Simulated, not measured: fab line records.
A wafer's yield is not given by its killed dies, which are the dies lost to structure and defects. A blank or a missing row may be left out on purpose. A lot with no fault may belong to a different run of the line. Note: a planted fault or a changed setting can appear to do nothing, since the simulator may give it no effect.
Which of the tools did it?	flow nand-harc	14 lots, 42 wafers sampled, at 2 steps of a route of 1159

## WHAT EACH GAUGE READ, for each wafer
NHARC_A_M1_INSPECT_27.
lot	measured	on	raw-defect-count
L855	day 18 02:14	defect-inspect-02	659 602 298
L853	day 18 10:38	defect-inspect-02	365 429 284
L856	day 18 11:34	defect-inspect-01	445 404 491
L851	day 18 22:03	defect-inspect-01	350 373 545
L854	day 18 22:14	defect-inspect-01	463 347 385
L857	day 19 05:44	defect-inspect-01	307 387 329
L859	day 19 21:04	defect-inspect-01	615 495 645
L861	day 20 01:00	defect-inspect-01	322 364 296
L858	day 20 02:06	defect-inspect-01	557 353 493
L866	day 20 14:47	defect-inspect-02	562 402 642
L862	day 20 15:10	defect-inspect-02	633 619 441
L864	day 21 07:34	defect-inspect-01	294 559 361
L871	day 22 13:46	defect-inspect-02	499 490 439
L872	day 23 06:01	defect-inspect-02	331 489 343

NHARC_A_BONDPAD_OVL_MEAS_35.
lot	measured	on	overlay-x-nm (nm)	overlay-y-nm (nm)
L855	day 18 04:14	overlay-02	-5 -6 -6	2 3 2
L853	day 18 12:37	overlay-01	-3 -2 -2	0 -1 -1
L856	day 18 13:28	overlay-01	-7 -7 -7	-14 -14 -13
L851	day 19 00:06	overlay-01	2 2 1	-7 -7 -7
L854	day 19 00:16	overlay-02	4 5 4	2 2 3
L857	day 19 07:45	overlay-02	-9 -9 -9	-4 -3 -3
L859	day 19 22:57	overlay-02	-10 -10 -10	6 6 6
L861	day 20 03:02	overlay-02	-3 -3 -2	-1 -1 -1
L858	day 20 04:34	overlay-01	6 6 6	-3 -3 -3
L866	day 20 16:47	overlay-01	0 0 0	10 9 9
L862	day 20 17:12	overlay-01	4 4 5	-1 -1 -1
L864	day 21 09:52	overlay-01	3 3 3	0 1 0
L871	day 22 15:41	overlay-02	-10 -10 -10	-6 -6 -6
L872	day 23 08:02	overlay-01	9 8 8	1 1 1

## EACH LOT AND THE TOOL THAT RAN IT (in order: tool; ch and the chambers of the sampled wafers; start)
Record: no process step prior to these readings.

## WHAT THE TOOLS THEMSELVES READ (means of the sampled wafers that have a number; where no wafer has one, the mark that the record gives instead)
The record holds no such reading with a usual standard deviation.

## THE ANSWER, worked out from the rows above alone
Rule: the lots themselves supply what counts as usual. The widest of any qualifying gaps counts: lots, ordered by their means at a reading, are off when they make up no more than a third of the lots, leave a main group of 4 or more, and stand apart from it by 3 or more times the standard deviation of that group's means. If all means in a main group match to the digits the tables above print for the reading, that group is not used. Also off: a lot with no number at a reading for which 4 or more lots have one. The other lots that the step has rows for count as sound. First the gauges in route order, then the tools' own readings, where a lot's mean is used as printed above. At the first step where some lot is off, the reading lying furthest off is the one used; lots without a number count as furthest.
Nothing can be told from this: no lot is off at any reading shown.

## WHAT THE SIMULATOR HAD INSERTED
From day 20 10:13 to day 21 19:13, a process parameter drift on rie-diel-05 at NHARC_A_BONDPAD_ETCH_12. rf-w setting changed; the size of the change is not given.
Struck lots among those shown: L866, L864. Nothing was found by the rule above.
